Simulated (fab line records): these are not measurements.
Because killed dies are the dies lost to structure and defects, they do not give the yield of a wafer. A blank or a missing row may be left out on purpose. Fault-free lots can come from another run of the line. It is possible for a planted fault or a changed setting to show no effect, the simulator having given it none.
Struck lot and sound lot, side by side :: flow n5_finfet :: 14 out of 1938 route steps
Sound: wafers L558.1, L558.3, L558.6. Struck: wafers L568.3, L568.5. (L568.1 of the same lot was not struck and is left out.) The cause comes at the end.
For every step that has rows: the tool of each side, followed by ch and its chambers, followed by its first start. Under that, the readings that differ: sound wafers :: struck wafers :: difference of the means :: sigmas: that difference in standard deviations of wafers without a fault.
alike: same words and numbers on both sides, and readings whose means sit less than 2 such deviations apart. not compared: any withheld reading, any reading some wafer has no value for, any bound like >300 that may hide the same value, and any number with overlapping values for which the record gives no deviation.
The two part at a step that has a row with sigmas, a row that says differs or no value, or rows on one side only. Numbers that have no deviation but don't overlap get no sigmas and don't part them. A reading missing from all wafers of one side parts the sides only when that side holds two or more wafers.

N5_BEOL_M5_OVL_MEAS_29:
  sound on overlay-01 ch 0, day 12 04:37; struck on overlay-02 ch 0, day 14 07:19
  alike: V4_OVL
N5_BEOL_M5_INSPECT_30: inspects for defects (brightfield).
  sound on defect_inspect-01, day 12 04:41; struck on defect_inspect-01, day 14 07:22
  alike: raw_defect_count
N5_BEOL_M5_DESCUM_33: chemistry O2, time 7 s.
  sound on rie_diel-06 ch 1,3, day 12 04:55; struck on rie_diel-06 ch 0, day 14 07:31
  alike: drypump_motor_current_A, oes_product_au, rf_vpp_V, showerhead_plenum_p_Torr, throttle_valve_pct
  not compared: rf_hours_counter_h
N5_BEOL_M5_ETCH_75: etches underlayer in N2/H2, target depth 6.5 nm, time 5.2 s.
  sound on rie_diel-06 ch 1,3, day 12 04:58; struck on rie_diel-06 ch 0, day 14 07:33
  alike: drypump_motor_current_A, etch_rf_on_time_s, oes_product_au, rf_fwd_power_W, rf_vpp_V, showerhead_plenum_p_Torr, throttle_valve_pct
  not compared: rf_hours_counter_h
then, 1 step without rows for these wafers: N5_BEOL_M5_ETCH_67 (etches SiARC in CF4, target depth 15.6 nm, time 26 s).
N5_BEOL_M5_ETCH_68: etches SOC in N2/H2, target depth 80 nm, overetch 16 nm, time 120 s.
  sound on rie_diel-06 ch 1,3, day 12 05:00; struck on rie_diel-06 ch 0, day 14 07:36
  alike: drypump_motor_current_A, oes_product_au, rf_fwd_power_W, rf_vpp_V, showerhead_plenum_p_Torr, throttle_valve_pct
  not compared: rf_hours_counter_h
then, 2 steps without rows for these wafers: N5_BEOL_M5_STRIP_69 (strips in N2/H2); N5_BEOL_M5_STRIP_76 (strips in N2/H2).
N5_BEOL_M5_VIA_ETCH_34: etches SiCOH lowk in C4F6/O2, target depth 88.3 nm, time 39.2 s.
  sound on rie_diel-06 ch 1,3, day 12 05:06; struck on rie_diel-06 ch 0, day 14 07:42
reading: throttle_valve_pct (%)
sound: 21.26 20.94 21.24
struck: 20.66 20.66
difference: -0.49
sigmas: -2
  alike: drypump_motor_current_A, mfc_ar_sccm, oes_product_au, rf_fwd_power_W, rf_vpp_V, showerhead_plenum_p_Torr
  not compared: rf_hours_counter_h
then, 1 step without rows for these wafers: N5_BEOL_M5_STRIP_85 (strips in C4F6/O2).
N5_BEOL_M5_STRIP_36: strips in N2/H2.
  sound on rie_diel-06 ch 1,3, day 12 05:09; struck on rie_diel-06 ch 0, day 14 07:44
  alike: drypump_motor_current_A, oes_product_au, rf_vpp_V, showerhead_plenum_p_Torr, throttle_valve_pct
  not compared: rf_hours_counter_h
then, 1 step without rows for these wafers: N5_BEOL_M5_TRENCH_ETCH_37 (etches SiCOH lowk in C4F6/O2, target depth 71.652 nm, time 24.7 s).
N5_BEOL_M5_ETCH_41: etches SiCN in CH3F/O2, target depth 31.5 nm, time 56.7 s.
  sound on rie_diel-06 ch 1,3, day 12 05:13; struck on rie_diel-06 ch 0, day 14 07:49
reading: rf_fwd_power_W (W)
sound: 390.1 393.1 391.4
struck: 297.3 297.0
difference: -94.4
sigmas: -73

reading: rf_vpp_V (V)
sound: 294.6 294.6 295.9
struck: 323.7 323.2
difference: +28.4
sigmas: +16

reading: model.etch.depth_nm (nm)
sound: 21.07 21.64 21.19
struck: 19.13 19.12
difference: -2.18
sigmas: 
  alike: drypump_motor_current_A, mfc_ar_sccm, oes_product_au, showerhead_plenum_p_Torr, throttle_valve_pct
  not compared: rf_hours_counter_h
then, 1 step without rows for these wafers: N5_BEOL_M5_STRIP_91 (strips in N2/H2, time 10 s).

## WHERE THEY PART
First at N5_BEOL_M5_VIA_ETCH_34; last, within this record, at N5_BEOL_M5_ETCH_41.

WHY: what the simulator had put in
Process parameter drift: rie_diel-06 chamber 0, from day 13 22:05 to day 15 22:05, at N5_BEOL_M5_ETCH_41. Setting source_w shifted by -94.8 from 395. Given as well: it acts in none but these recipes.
